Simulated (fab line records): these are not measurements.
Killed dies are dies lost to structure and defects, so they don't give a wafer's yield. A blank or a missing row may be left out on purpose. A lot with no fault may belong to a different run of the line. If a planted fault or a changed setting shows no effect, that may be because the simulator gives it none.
Which tool is to blame? -- flow nand_harc -- 18 wafers from 6 lots sampled at 2 of the route's 1302 steps

## WHAT EACH GAUGE READ, for each wafer
NHARC_P_M0_INSPECT_11.
lot,measured,on,raw_defect_count
L423,day 6 21:45,defect_inspect-01,325 368 343
L424,day 7 14:38,defect_inspect-02,309 315 330
L433,day 10 22:38,defect_inspect-01,5 7 4
L436,day 12 01:53,defect_inspect-02,9 4 9
L440,day 13 22:48,defect_inspect-02,3 3 1
L444,day 15 22:54,defect_inspect-02,5 5 3

## EACH LOT AND THE TOOL THAT RAN IT (in order: tool; ch and the chambers of the sampled wafers; start)
lot,NHARC_P_M0_DEP_00
L423,"pecvd-04 ch 0,1,2, day 6 20:53"
L424,"pecvd-04 ch 1,2, day 7 13:37"
L433,"pecvd-01 ch 0,1, day 10 21:48"
L436,"pecvd-04 ch 0,1, day 12 01:07"
L440,"pecvd-03 ch 0,1,2, day 13 21:58"
L444,"pecvd-04 ch 1,2, day 15 22:02"
- NHARC_P_M0_DEP_00: deposits SiOC, target thk 150 nm.

## THE ANSWER, worked out from the rows above alone
Rule: the lots themselves supply what counts as usual. The widest of any qualifying gaps counts: lots, ordered by their means at a reading, are off when they make up no more than a third of the lots, leave a main group of 4 or more, and stand apart from it by 3 or more times the standard deviation of that group's means. The tables above print the reading to a certain number of digits; a main group whose means all agree to those digits is not used. A lot without any number at a reading at which 4 lots or more have one is off too. The other lots that the step has rows for count as sound.
Off at NHARC_P_M0_INSPECT_11 (raw_defect_count): L423, L424. The main group has a mean of 4.8 with a standard deviation of 1.8.
If a tool, at a process step before that reading, ran all the lots that are off and no sound lot after the first of them, it fits. The gauges at NHARC_P_M0_INSPECT_11 are tried like those tools. No candidate that was tried fits.

## WHAT HAD BEEN PUT IN BY THE SIMULATOR
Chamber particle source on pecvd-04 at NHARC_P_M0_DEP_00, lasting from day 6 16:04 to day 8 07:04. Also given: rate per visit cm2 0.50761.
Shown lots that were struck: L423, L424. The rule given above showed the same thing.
